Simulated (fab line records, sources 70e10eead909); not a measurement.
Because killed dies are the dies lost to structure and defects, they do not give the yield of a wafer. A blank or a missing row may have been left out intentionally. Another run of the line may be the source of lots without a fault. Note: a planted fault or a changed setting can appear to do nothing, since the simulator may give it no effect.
Check of tool commonality | flow nand_harc | 11 wafers sampled across 4 lots

REASON FOR OPENING
At NHARC_END_SORT_01 the reading killed_at_array is flagged on 2 of 4 lots. No-fault wafers: 59, standard deviation 20.
Rule: a lot gets a flag if all its wafers with a number sit over 4 standard deviations from that mean, or if no wafer of it has a number. All remaining lots are regarded as sound.

lot  | measured     | on        | killed_at_array, wafer by wafer | flag
L286 | day 27 13:31 | prober-02 | 74 74 75                        |
L289 | day 29 14:40 | prober-01 | 513 530 539                     | FLAGGED
L291 | day 29 22:28 | prober-01 | 59 70                           |
L292 | day 30 06:14 | prober-01 | 528 518 526                     | FLAGGED
On average the flagged lots' numbers are 526, which is +467 against the usual, or +23 standard deviations.

LOT BY LOT: THE TOOL USED
Before the reading, the record contains 4 process steps out of a 1302-step route. Cell contents, in order: the tool; ch with the chambers the sampled wafers went through; the start.
lot  | flag    | NHARC_A_BONDPAD_ECD_18         | NHARC_THIN_TSV_DEP_47           | NHARC_THIN_TSV_PRE_CLEAN_54  | NHARC_THIN_TSV_DESCUM_35
L286 |         | ecd_cu-02 ch 0,1, day 26 07:41 | pecvd-03 ch 0,1,2, day 27 02:49 | pvd_sputter-03, day 27 05:51 | rie_diel-08 ch 0,1,2, day 27 07:04
L289 | FLAGGED | ecd_cu-01 ch 0,1, day 28 08:43 | pecvd-03 ch 0,1,2, day 28 22:15 | pvd_sputter-03, day 29 01:16 | rie_diel-13 ch 0,3, day 29 02:22
L291 |         | ecd_cu-01 ch 0,1, day 28 06:53 | pecvd-04 ch 0,1,2, day 28 23:21 | pvd_sputter-01, day 29 02:19 | rie_diel-13 ch 0,2, day 29 03:32
L292 | FLAGGED | ecd_cu-01 ch 0,1, day 28 12:43 | pecvd-04 ch 0,1,2, day 29 04:06 | pvd_sputter-01, day 29 07:05 | rie_diel-08 ch 0,3, day 29 08:18
These steps, and what they do:
- NHARC_A_BONDPAD_ECD_18: material Cu, target thk 400 nm.
- NHARC_THIN_TSV_DEP_47: deposits SiO2, target thk 200 nm.
- NHARC_THIN_TSV_PRE_CLEAN_54: time 30 s.
- NHARC_THIN_TSV_DESCUM_35: chemistry O2, time 3 s.
- NHARC_END_SORT_01

FLAGGED AGAINST TOTAL, ONE TOOL AT A TIME (gauges that did the reading follow at the end)
step                        | tool           | lots run | flagged | share of the flagged lots | sound lots run after its first flagged lot
NHARC_A_BONDPAD_ECD_18      | ecd_cu-01      | 3        | 2       | all                       | 0
NHARC_A_BONDPAD_ECD_18      | ecd_cu-02      | 1        | 0       | none                      | -
NHARC_THIN_TSV_DEP_47       | pecvd-03       | 2        | 1       | some                      | 0
NHARC_THIN_TSV_DEP_47       | pecvd-04       | 2        | 1       | some                      | 0
NHARC_THIN_TSV_PRE_CLEAN_54 | pvd_sputter-01 | 2        | 1       | some                      | 0
NHARC_THIN_TSV_PRE_CLEAN_54 | pvd_sputter-03 | 2        | 1       | some                      | 0
NHARC_THIN_TSV_DESCUM_35    | rie_diel-08    | 2        | 1       | some                      | 0
NHARC_THIN_TSV_DESCUM_35    | rie_diel-13    | 2        | 1       | some                      | 1 (L291)
NHARC_END_SORT_01           | prober-01      | 3        | 2       | all                       | 1 (L291)
NHARC_END_SORT_01           | prober-02      | 1        | 0       | none                      | -

WHAT THE TABLE PERMITS
2 rows of the table ran every flagged lot: ecd_cu-01 at NHARC_A_BONDPAD_ECD_18, prober-01 at NHARC_END_SORT_01.
- ecd_cu-01 at NHARC_A_BONDPAD_ECD_18 ran 3 lots, 2 of them flagged. Last sound lot L291 at day 28 06:53, first flagged lot L289 at day 28 08:43; a fault beginning in between fits.
- prober-01 at NHARC_END_SORT_01 ran 3 lots, 2 of them flagged. Sound lots followed the first flagged one (L291) on it, something a lasting fault affecting the whole tool could not allow.
One tool is left: ecd_cu-01 at NHARC_A_BONDPAD_ECD_18.

WHAT THE SIMULATOR HAD INSERTED
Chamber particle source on ecd_cu-01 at NHARC_A_BONDPAD_ECD_18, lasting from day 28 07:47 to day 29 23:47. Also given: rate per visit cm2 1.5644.
Lots struck among those shown: L289, L292. The rule above reached the same finding.
